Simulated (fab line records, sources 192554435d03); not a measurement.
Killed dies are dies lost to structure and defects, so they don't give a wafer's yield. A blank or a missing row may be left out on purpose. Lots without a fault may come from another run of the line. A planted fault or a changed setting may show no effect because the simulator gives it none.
Chamber matching | flow n5_finfet | N5_BEOL_M4_ILD_DEP_00 on pecvd-03: 3 sister chambers
The step deposits SiOC from DEMS/O2, target thk 79 nm, time 15.3 s. 16 wafers are shown with their chamber, then 8 later ones without.

WAFERS WITH THEIR CHAMBER
wafer  | chamber | throttle_valve_pct (%) | heater_power_w (W) | heater_power_outer_w (W)
L075.1 | 2       | 11.8                   | 419                | 256
L075.2 | 0       | 13.2                   | 429                | 244
L075.3 | 1       | 12.0                   | 471                | 241
L076.1 | 2       | 11.9                   | 364                | 218
L076.3 | 0       | 13.2                   | 426                | 239
L076.4 | 2       | 11.9                   | 379                | 224
L077.2 | 1       | 11.9                   | 541                | 288
L077.3 | 0       | 13.2                   | 439                | 263
L077.4 | 0       | 13.0                   | 447                | 254
L080.1 | 0       | 13.1                   | 435                | 243
L080.3 | 1       | 11.9                   | 519                | 264
L080.5 | 0       | 13.5                   | 450                | 251
L085.3 | 1       | 11.8                   | 484                | 254
L085.4 | 1       | 11.8                   | 484                | 255
L085.6 | 2       | 11.8                   | 428                | 262
L088.1 | 2       | 11.7                   | 413                | 242

SIGNATURES (means of the wafers above)
reading              | chamber 0 | chamber 1 | chamber 2 | scatter within a chamber
throttle_valve_pct   | 13.200    | 11.880    | 11.820    | 0.123
heater_power_w       | 437.67    | 499.80    | 400.60    | 23
heater_power_outer_w | 249.00    | 260.40    | 240.40    | 15.4
Rule: a wafer's distance from a chamber is the root of the sum, over the readings, of the square of ((its reading less the chamber's mean) divided by the reading's scatter). The wafer belongs to the nearest chamber; if the next one is less than 2 further off, it can't be placed. The scatter: the root of (the sum of the squares of (reading less its chamber's mean) over the shown wafers, divided by (wafers less chambers)).

WAFERS WITHOUT THEIR CHAMBER
wafer  | throttle_valve_pct (%) | heater_power_w (W) | heater_power_outer_w (W)
L088.2 | 13.3                   | 435                | 238
L088.4 | 13.1                   | 445                | 241
L089.1 | 11.9                   | 376                | 225
L089.5 | 12.1                   | 448                | 228
L089.6 | 12.0                   | 382                | 224
L092.4 | 13.4                   | 411                | 219
L092.5 | 11.9                   | 549                | 301
L092.6 | 12.2                   | 410                | 246

WHICH CHAMBER EACH WENT THROUGH
wafer  | from the rows above     | in truth
L088.2 | 0                       | 0
L088.4 | 0                       | 0
L089.1 | 2                       | 2
L089.5 | can't be placed: 2 or 1 | 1
L089.6 | 2                       | 2
L092.4 | 0                       | 0
L092.5 | 1                       | 1
L092.6 | can't be placed: 2 or 1 | 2
Placed correctly: 6 of 8. Can't be placed from these rows: 2 (the true chamber is among the candidates in 2). Placed wrongly: 0.
